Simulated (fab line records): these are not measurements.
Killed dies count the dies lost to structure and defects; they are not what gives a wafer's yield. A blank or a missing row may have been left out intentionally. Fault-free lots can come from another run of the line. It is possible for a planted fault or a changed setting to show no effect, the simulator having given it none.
Which of the tools did it? -- flow nandHarc -- 11 lots, 33 wafers sampled, at 8 steps of a route of 1302

## WHAT THE GAUGES SHOWED, per wafer
NHARC_P_STI_INSPECT_11. Usual: rawDefectCount at 5.6, with a standard deviation of 2.4.
lot,measured,on,rawDefectCount,flag
L572,day 2 20:30,defectInspect-01,8 5 4,
L575,day 4 03:17,defectInspect-01,4 7 5,
L576,day 4 13:35,defectInspect-01,5 6 12,
L579,day 5 16:57,defectInspect-01,2 5 3,
L581,day 6 19:32,defectInspect-02,2 4 3,
L587,day 9 03:34,defectInspect-02,5 8 3,
L589,day 9 22:55,defectInspect-01,8 3 5,
L590,day 10 08:46,defectInspect-01,10 5 8,
L591,day 10 17:25,defectInspect-01,7 4 6,
L593,day 11 14:58,defectInspect-01,5 7 11,
L594,day 12 03:16,defectInspect-01,6 5 4,

NHARC_P_STI_OCD_MEAS_43. Usual: trenchDepthNm 301 nm, standard deviation 4.1; trenchFootCdNm 157.6 nm, standard deviation 2.3.
lot,measured,on,trenchDepthNm (nm),trenchFootCdNm (nm),flag
L572,day 2 21:40,ocd-02,297 299 296,159.4 158.5 161.5,
L575,day 4 04:29,ocd-02,304 305 293,156.5 155.5 159.9,
L576,day 4 14:49,ocd-01,304 299 305,158.4 155.8 158.1,
L579,day 5 18:07,ocd-02,304 297 301,156.1 161.1 153.2,
L581,day 6 20:43,ocd-01,304 306 302,155.7 157.5 158.4,
L587,day 9 04:44,ocd-02,304 309 301,153.1 156.6 159.6,
L589,day 10 00:07,ocd-02,305 297 300,157.5 160.9 158.6,
L590,day 10 09:56,ocd-02,307 305 299,156.8 157.6 155.0,
L591,day 10 18:36,ocd-01,297 296 295,156.9 157.3 159.9,
L593,day 11 16:22,ocd-02,300 297 303,155.9 157.4 155.8,
L594,day 12 04:26,ocd-01,301 297 297,154.3 158.0 158.3,

NHARC_P_STI_INSPECT_25. Usual: rawDefectCount at 210, with a standard deviation of 96.
lot,measured,on,rawDefectCount,flag
L572,day 3 22:34,defectInspect-02,432 321 576,
L575,day 5 07:01,defectInspect-01,244 168 139,
L576,day 5 17:23,defectInspect-01,207 230 187,
L579,day 7 01:28,defectInspect-02,126 134 77,
L581,day 8 01:17,defectInspect-01,241 568 171,
L587,day 10 06:23,defectInspect-02,103 144 174,
L589,day 11 04:41,defectInspect-01,201 259 199,
L590,day 11 10:37,defectInspect-01,179 154 276,
L591,day 11 22:50,defectInspect-01,218 117 98,
L593,day 12 20:00,defectInspect-01,178 181 228,
L594,day 13 07:04,defectInspect-02,158 195 139,

NHARC_P_GATE_INSPECT_28. Usual: rawDefectCount at 6, with a standard deviation of 3.3.
lot,measured,on,rawDefectCount,flag
L572,day 4 22:47,defectInspect-02,7 11 10,
L575,day 6 07:25,defectInspect-01,6 5 11,
L576,day 6 20:49,defectInspect-01,3 10 7,
L579,day 8 00:12,defectInspect-02,12 5 15,
L581,day 9 02:17,defectInspect-02,8 425 5,OFF
L587,day 11 08:08,defectInspect-02,4 6 8,
L589,day 12 07:07,defectInspect-01,4 11 8,
L590,day 12 11:46,defectInspect-02,4 2 6,
L591,day 12 22:59,defectInspect-02,9 6 9,
L593,day 13 17:12,defectInspect-01,13 11 6,
L594,day 14 08:19,defectInspect-02,6 8 14,

NHARC_P_GATE_INSPECT_68. Usual: rawDefectCount at 195, with a standard deviation of 93.
lot,measured,on,rawDefectCount,flag
L572,day 5 16:58,defectInspect-02,465 296 557,
L575,day 7 01:32,defectInspect-01,233 167 117,
L576,day 7 15:35,defectInspect-02,206 187 153,
L579,day 8 18:38,defectInspect-02,134 126 78,
L581,day 9 20:20,defectInspect-02,247 535 155,
L587,day 12 02:38,defectInspect-01,125 120 137,
L589,day 13 01:37,defectInspect-01,189 257 223,
L590,day 13 06:29,defectInspect-02,165 103 233,
L591,day 13 17:32,defectInspect-01,209 109 98,
L593,day 14 11:22,defectInspect-01,184 177 259,
L594,day 15 02:40,defectInspect-02,197 186 132,

NHARC_END_SORT_01. Usual: killedAtArray 52, standard deviation 17; killedAtOther 0.9, standard deviation 1.2; killedAtPeriphery 3.9, standard deviation 2.7; killedDies 57, standard deviation 16; killedOpen 3.3, standard deviation 1.9; killedShort 2.5, standard deviation 1.5.
lot,measured,on,killedAtArray,killedAtOther,killedAtPeriphery,killedDies,killedOpen,killedShort,flag
L572,day 24 14:31,prober-01,75 81 80,0 1 1,0 1 1,75 83 82,0 6 1,4 1 6,
L581,day 28 06:49,prober-02,57 38 55,3 2 2,6 279 5,66 319 62,3 1 3,2 1 2,OFF
L587,day 31 01:38,prober-02,38 49 31,1 0 1,2 9 3,41 58 35,3 4 5,2 0 2,
L589,day 31 22:09,prober-02,52 75 61,0 1 1,3 3 1,55 79 63,3 2 6,0 1 1,
L590,day 31 21:22,prober-01,66 54 53,0 0 1,6 12 8,72 66 62,7 6 6,3 2 2,
L591,day 32 21:14,prober-01,81 62 79,1 1 0,5 6 6,87 69 85,1 5 4,4 1 3,

## TOOL THAT RAN EACH LOT (tool first, then ch and the chambers of the sampled wafers, then the start)
lot,NHARC_P_STI_CMP_21,NHARC_P_GATE_HM_DEP_102
L572,"cmp-04 ch 1,2, day 3 14:49","aclDep-03 ch 0, day 4 21:25"
L575,"cmp-04 ch 1,2, day 4 23:07","aclDep-02 ch 0, day 6 06:03"
L576,"cmp-03 ch 2,3, day 5 09:38","aclDep-01 ch 0, day 6 19:27"
L579,"cmp-04 ch 2,3, day 6 15:13","aclDep-02 ch 0, day 7 22:51"
L581,"cmp-04 ch 0,2, day 7 16:05","aclDep-03 ch 0, day 9 00:50"
L587,"cmp-01 ch 1,2,3, day 9 21:56","aclDep-03 ch 0, day 11 06:55"
L589,"cmp-04 ch 1,3, day 10 19:08","aclDep-02 ch 0, day 12 05:46"
L590,"cmp-03 ch 0,1,3, day 11 02:44","aclDep-03 ch 0, day 12 09:54"
L591,"cmp-04 ch 1,2,3, day 11 13:12","aclDep-03 ch 0, day 12 21:38"
L593,"cmp-04 ch 0,1,2, day 12 11:56","aclDep-01 ch 0, day 13 15:44"
L594,"cmp-04 ch 0,1,3, day 12 23:07","aclDep-02 ch 0, day 14 06:59"
- NHARC_P_STI_CMP_21: polishes, t overpolish 20 s, target thk 380.67 nm.
- NHARC_P_GATE_HM_DEP_102: deposits aC, target thk 120 nm.

## AS READ BY THE TOOLS THEMSELVES (means over the sampled wafers that have a number; for cases with no such wafer, the mark the record gives instead)
NHARC_P_STI_CMP_21. Usual: edgeZonePressureFrac 1.000, standard deviation 0.005; motorCurrentA 11.4 A, standard deviation 1; overpolishRunS 20.001 s, standard deviation 0.0095.
lot,tool,edgeZonePressureFrac,motorCurrentA (A),overpolishRunS (s),flag
L572,cmp-04,1.002,10.8,19.996,
L575,cmp-04,0.996,12.2,20.009,
L576,cmp-03,0.999,12.6,19.989,
L579,cmp-04,1.000,10.6,20.000,
L581,cmp-04,0.998,10.1,20.004,
L587,cmp-01,0.998,12.0,20.001,
L589,cmp-04,1.003,11.7,19.997,
L590,cmp-03,0.997,11.3,19.989,
L591,cmp-04,1.003,11.3,20.005,
L593,cmp-04,0.999,10.8,20.000,
L594,cmp-04,1.003,11.3,19.993,

NHARC_P_GATE_HM_DEP_102. Usual: throttleValvePct at 34.998 %, with a standard deviation of 0.0086.
lot,tool,throttleValvePct (%),flag
L572,aclDep-03,34.995,
L575,aclDep-02,35.000,
L576,aclDep-01,34.997,
L579,aclDep-02,34.995,
L581,aclDep-03,35.008,
L587,aclDep-03,34.990,
L589,aclDep-02,34.996,
L590,aclDep-03,34.993,
L591,aclDep-03,35.000,
L593,aclDep-01,34.999,
L594,aclDep-02,35.005,

## THE ANSWER, worked out from the rows above alone
Rule: take the mean of a lot's wafers that have a number; if it is more than 3 standard deviations from the usual mean, the lot is off. A lot without any number at a reading at which 4 lots or more have one is off too. All remaining lots with rows at the step are treated as sound. First the gauges in route order, then the tools' own readings, where a lot's mean is used as printed above. At the first step where some lot is off, the reading lying furthest off is the one used; lots without a number count as furthest.
Off at NHARC_P_GATE_INSPECT_28 (rawDefectCount): L581.
If a tool, at a process step before that reading, ran all the lots that are off and no sound lot after the first of them, it fits. The gauges at NHARC_P_GATE_INSPECT_28 aren't tried: what is off there is off at NHARC_END_SORT_01 too, on other tools, and a gauge's error can't cause that. No candidate that was tried fits.

## WHAT THE SIMULATOR HAD INSERTED
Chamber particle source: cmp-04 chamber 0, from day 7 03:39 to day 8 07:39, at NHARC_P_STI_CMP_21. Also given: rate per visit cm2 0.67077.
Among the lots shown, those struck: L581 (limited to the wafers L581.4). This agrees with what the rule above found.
